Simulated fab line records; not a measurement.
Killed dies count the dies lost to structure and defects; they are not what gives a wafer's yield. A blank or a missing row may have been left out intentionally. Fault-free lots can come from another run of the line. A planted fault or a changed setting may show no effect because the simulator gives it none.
Comparing a struck lot with a sound one / flow n5-finfet / 25 steps out of a route of 1938
Sound: the wafers L369.1, L369.2, L369.4. Struck: wafers L376.1, L376.2. (L376.6 of the same lot was not struck and is left out.) The cause comes at the end.
Order at every step that has rows: each side's tool, ch and its chambers, its first start. Under that, the readings that differ: sound wafers / struck wafers / difference of the means / sigmas: that difference in standard deviations of wafers without a fault.
alike: readings with means less than 2 such deviations apart, plus words and numbers identical on both sides. not compared: withheld readings, readings lacking a value on some wafer, bounds such as >300 that could conceal the same value, and numbers that have no deviation in the record and whose values overlap.
The two part at a step that has a row with sigmas, a row that says differs or no value, or rows on one side only. Non-overlapping numbers with no deviation appear without sigmas and do not part them. A reading that every wafer of one side lacks parts them only if that side has two wafers or more.

N5_BEOL_M7_RS_MEAS_57: uses a four-point probe to measure.
  struck on film-metro-02, day 11 21:20; sound on film-metro-01, day 9 23:11
  alike: M7_RS
N5_BEOL_M7_INSPECT_58: inspects for defects (darkfield).
  struck on defect-inspect-01, day 11 21:22; sound on defect-inspect-02, day 9 23:13
reading=raw-defect-count; sound=101 128 116; struck=42 71; difference=-58; sigmas=-2
then, 1 step without rows for these wafers: N5_BEOL_M8_ILD_DEP_00 (deposits SiCOH lowk from DEMS/porogen, target thk 179.75 nm, time 33.4 s).
N5_BEOL_M8_CURE_74: cures SiCOH lowk, time 240 s.
  sound on uv-cure-03 ch 0, day 9 23:37; struck on uv-cure-03 ch 2, day 11 21:36
  alike: lamp-power-pct, wafer_temp_C_max
N5_BEOL_M8_THK_MEAS_01:
  struck on film-metro-02, day 11 22:36; sound on film-metro-01, day 10 00:07
  alike: M8_ILD_THK
N5_BEOL_M8_PECVD_70: deposits SiO2 from TEOS/O2, target thk 20 nm, time 22.7 s.
  sound on pecvd-04 ch 0,1, day 10 00:10; struck on pecvd-03 ch 0,2, day 11 22:38
  alike: heater-power-w, showerhead-plenum-p-Torr, throttle-valve-pct
N5_BEOL_M8_HM_DEP_02: deposits TiN, target thk 20 nm.
  struck on pvd-sputter-01, day 12 00:56; sound on pvd-sputter-01, day 10 01:57
  alike: throttle-valve-pct
then, 5 steps without rows for these wafers: N5_BEOL_M8_COAT_59 (time 60 s, resist thk 100 nm); N5_BEOL_M8_COAT_60 (time 60 s, resist thk 35 nm); N5_BEOL_M8_COAT_05 (resist thk 90 nm); N5_BEOL_M8_EBR_07; N5_BEOL_M8_SOFTBAKE_06 (time 60 s).
N5_BEOL_M8_EXPOSE_08: exposes mask M8.
  sound on arfi-scanner-03 ch 0, day 10 02:19; struck on arfi-scanner-03 ch 0, day 12 01:11
  alike: mask, reticle-temp-C
then, 2 steps without rows for these wafers: N5_BEOL_M8_PEB_09 (peb time 60 s); N5_BEOL_M8_DEVELOP_10 (develop time 30 s).
N5_BEOL_M8_CD_MEAS_11: target cd 38.5 nm.
  sound on cd-sem-01 ch 0, day 10 02:27; struck on cd-sem-01 ch 0, day 12 01:19
reading=cd-nm (nm); sound=39.3 39.3 38.6; struck=37.1 37.9; difference=-1.6; sigmas=-3
N5_BEOL_M8_OVL_MEAS_12:
  sound on overlay-01 ch 0, day 10 02:29; struck on overlay-01 ch 0, day 12 01:21
  alike: M8_OVL
N5_BEOL_M8_INSPECT_13: inspects for defects (brightfield).
  struck on defect-inspect-01, day 12 01:22; sound on defect-inspect-02, day 10 02:30
  alike: raw-defect-count
then, 1 step without rows for these wafers: N5_BEOL_M8_DESCUM_16 (chemistry O2, time 7.9 s).
N5_BEOL_M8_ETCH_61: etches SiARC in CF4, target depth 45.5 nm, time 75.8 s.
  sound on rie-diel-03 ch 0,1,2, day 10 02:55; struck on rie-diel-04 ch 0,1, day 12 01:26
reading=model.BEOL_M8.cd-offset-nm (nm); sound=0.8 0.6 0.4; struck=-1.4 -1; difference=-1.8; sigmas=
  alike: drypump-motor-current-A, etch-rf-on-time-s, oes-product-au, rf-vpp-V, showerhead-plenum-p-Torr, throttle-valve-pct
  not compared: rf-hours-counter-h
N5_BEOL_M8_ETCH_62: etches SOC in N2/H2, target depth 110 nm, overetch 22 nm, time 165 s.
  sound on rie-diel-03 ch 0,1,2, day 10 02:59; struck on rie-diel-04 ch 0,1, day 12 01:30
  alike: drypump-motor-current-A, oes-product-au, rf-vpp-V, showerhead-plenum-p-Torr, temp-c, throttle-valve-pct
  not compared: rf-hours-counter-h
then, 1 step without rows for these wafers: N5_BEOL_M8_STRIP_68 (strips in N2/H2).
N5_BEOL_M8_STRIP_67: strips in CF4.
  sound on rie-diel-03 ch 0,1,2, day 10 03:08; struck on rie-diel-04 ch 0,1, day 12 01:38
  alike: drypump-motor-current-A, oes-product-au, rf-vpp-V, showerhead-plenum-p-Torr, throttle-valve-pct
  not compared: rf-hours-counter-h
N5_BEOL_M8_HM_OPEN_17: chemistry Cl2/BCl3, target TiN, target depth 20 nm, overetch 6 nm.
  sound on rie-metal-03 ch 0,1, day 10 03:10; struck on rie-metal-02 ch 0,1, day 12 01:41
reading=model.BEOL_M8.cd-offset-nm (nm); sound=0.8 0.8 0.4; struck=-1.4 -1; difference=-1.9; sigmas=
  alike: drypump-motor-current-A, oes-product-au, throttle-valve-pct
  not compared: rf-hours-counter-h
then, 1 step without rows for these wafers: N5_BEOL_M8_STRIP_19 (strips in O2).

WHERE THEY PART
Earliest at N5_BEOL_M7_INSPECT_58; latest, in this record, at N5_BEOL_M8_CD_MEAS_11. Later steps at which nothing parts them and some readings are alike: N5_BEOL_M8_OVL_MEAS_12, N5_BEOL_M8_INSPECT_13, N5_BEOL_M8_ETCH_61, N5_BEOL_M8_ETCH_62, N5_BEOL_M8_STRIP_67, N5_BEOL_M8_HM_OPEN_17.

WHY: what had been put in by the simulator
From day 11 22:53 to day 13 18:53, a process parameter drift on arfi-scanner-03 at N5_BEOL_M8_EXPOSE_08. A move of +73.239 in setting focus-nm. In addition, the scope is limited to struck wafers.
